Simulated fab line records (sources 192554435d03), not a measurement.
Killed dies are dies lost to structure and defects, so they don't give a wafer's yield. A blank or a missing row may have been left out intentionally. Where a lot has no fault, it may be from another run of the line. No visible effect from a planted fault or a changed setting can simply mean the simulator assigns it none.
Split-lot trial ; flow n5_finfet ; 7 lots, 21 wafers read, on a route of 1938 steps

SPLIT DETAILS
At N5_BEOL_M12_CMP_49 (polishes, stops on SiOC, t overpolish 20.6 s, target thk 320 nm), the setting down_force_psi was moved away from the recipe's 1 psi on 8 of the 21 wafers read, by -21.1% to +9.8%. For the rest of the wafers, this setting stayed at what the recipe calls for.

The reading comes from the split's own step.

THE READING
barrier_field_endpoint_s, in s, at N5_BEOL_M12_CMP_49 (polishes, stops on SiOC, t overpolish 20.6 s, target thk 320 nm). Fault-free wafers of this fab line usually give 30.2 s, standard deviation 0.62 s.

wafer;tool, chamber at the split;down_force_psi as run, psi;against the recipe;barrier_field_endpoint_s, s;against lot-mates on the recipe
L074.3;cmp-03, 1;1;recipe;29.2;-
L074.6;cmp-03, 0;1;recipe;29.7;-
L074.5;cmp-03, 1;1;recipe;29.8;-
L076.2;cmp-02, 3;0.7893;-21.1%;39.1;+8.4
L076.4;cmp-02, 0;0.7893;-21.1%;38.7;+8.0
L076.5;cmp-02, 3;1;recipe;30.7;-
L088.1;cmp-02, 0;1;recipe;31.1;-
L088.3;cmp-02, 2;1;recipe;31.1;-
L088.6;cmp-02, 0;1;recipe;31.3;-
L090.4;cmp-03, 2;0.8393;-16.1%;35.0;no lot-mate on the recipe
L090.3;cmp-03, 0;0.8393;-16.1%;36.2;no lot-mate on the recipe
L090.6;cmp-03, 2;0.8393;-16.1%;34.9;no lot-mate on the recipe
L087.1;cmp-04, 1;1;recipe;29.7;-
L087.6;cmp-04, 2;1;recipe;29.9;-
L087.5;cmp-04, 3;1;recipe;29.7;-
L091.3;cmp-04, 3;1.098;+9.8%;26.7;-2.6
L091.2;cmp-04, 2;1;recipe;29.3;-
L091.5;cmp-04, 3;1.098;+9.8%;26.8;-2.5
L092.3;cmp-04, 1;1;recipe;30.9;-
L092.6;cmp-04, 3;1;recipe;30.9;-
L092.5;cmp-04, 0;0.9038;-9.6%;33.5;+2.6

THE FIT
A straight line over all 21 wafers: barrier_field_endpoint_s changes by -0.366 s for each +1% of down_force_psi; r = -0.97; the points scatter about the line by 0.78 s.
The same after taking each lot's own level away (the mean of its wafers on the recipe; 18 wafers): -0.355 s for each +1%; r = -0.99; scatter 0.46 s.
The reading moves by 7.5 s for the largest change in down_force_psi, on that fit.
The span of the lots' own levels, 29.30 to 31.17 s, comes to 3.0 times the standard deviation stated above.
Hence the lot-to-lot level has little effect on the slope; both slopes agree.
Check: +7.12 s against its lot-mates is what the line predicts for one of the wafers moved furthest among these (-21.1%) when that wafer is left out of the fit. Against them it came out at +8.4 s.
Tool readings at the split's step, against how far the setting was moved: barrier_field_endpoint_s r = -0.97.

OTHER SPLITS ON THESE WAFERS
Note: prior to the reading, these wafers also went through further splits. Each is held against what the fit with the lots' levels taken away leaves over:
other split on the same wafers;wafers away from the commonest value;r with barrier_field_endpoint_s (lot level and that fit taken away)
N5_BEOL_M8_DESCUM_16 time_s;7;-0.08
N5_BEOL_M9_ETCH_66 bias_w;9;-0.11
N5_BEOL_M9_TRENCH_ETCH_37 bias_w;8;+0.37
N5_BEOL_M10_COAT_59 spin_rpm;8;+0.20
N5_BEOL_M10_DESCUM_16 time_s;6;-0.16
N5_BEOL_M11_COAT_59 spin_rpm;5;-0.20
N5_BEOL_M11_DESCUM_16 time_s;9;+0.49

FILE'S OWN FIT
barrier_field_endpoint_s changes by -0.352 s for each +1% of down_force_psi, r = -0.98.
